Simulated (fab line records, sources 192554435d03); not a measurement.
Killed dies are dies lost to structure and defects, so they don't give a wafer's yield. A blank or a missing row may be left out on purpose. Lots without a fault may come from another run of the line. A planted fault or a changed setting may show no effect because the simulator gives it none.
Chamber matching | flow n5_finfet | N5_HKMG_FIN_STRIP_89 on rie_diel-03: 4 sister chambers
The step strips SOC in N2/H2, time 20 s. 8 wafers are shown with their chamber, then 9 later ones without.

WAFERS WITH THEIR CHAMBER
wafer  | chamber | drypump_motor_current_A (A) | throttle_valve_pct (%)
L081.2 | 3       | 4.9                         | 19.2
L085.5 | 1       | 5.9                         | 18.7
L085.6 | 0       | 5.0                         | 18.3
L087.5 | 1       | 5.8                         | 18.7
L087.6 | 2       | 5.3                         | 18.8
L089.1 | 0       | 5.0                         | 18.3
L089.3 | 3       | 4.8                         | 18.8
L089.5 | 2       | 5.2                         | 18.8

WAFERS WITHOUT THEIR CHAMBER
wafer  | drypump_motor_current_A (A) | throttle_valve_pct (%)
L090.1 | 4.9                         | 18.8
L090.2 | 5.2                         | 18.8
L090.4 | 5.0                         | 18.3
L096.3 | 5.0                         | 18.4
L096.5 | 5.8                         | 18.8
L096.6 | 5.3                         | 18.8
L097.1 | 4.9                         | 18.8
L097.3 | 5.3                         | 18.8
L097.5 | 5.0                         | 18.4

WHICH CHAMBER EACH WENT THROUGH
wafer  | from the rows above | in truth
L090.1 | 3                   | 3
L090.2 | 2                   | 2
L090.4 | 0                   | 0
L096.3 | 0                   | 0
L096.5 | 1                   | 1
L096.6 | 2                   | 2
L097.1 | 3                   | 3
L097.3 | 2                   | 2
L097.5 | 0                   | 0
Placed correctly: 9 of 9. Can't be placed from these rows: 0. Placed wrongly: 0.
How it was worked out, from the rows above alone: a wafer's distance from a chamber is the root of the sum, over the readings, of the square of ((its reading less the chamber's mean) divided by the reading's scatter). The wafer belongs to the nearest chamber; if the next one is less than 2 further off, it can't be placed. A chamber's mean is the mean of its shown wafers. The scatter: the root of (the sum of the squares of (reading less its chamber's mean) over the shown wafers, divided by (wafers less chambers)).
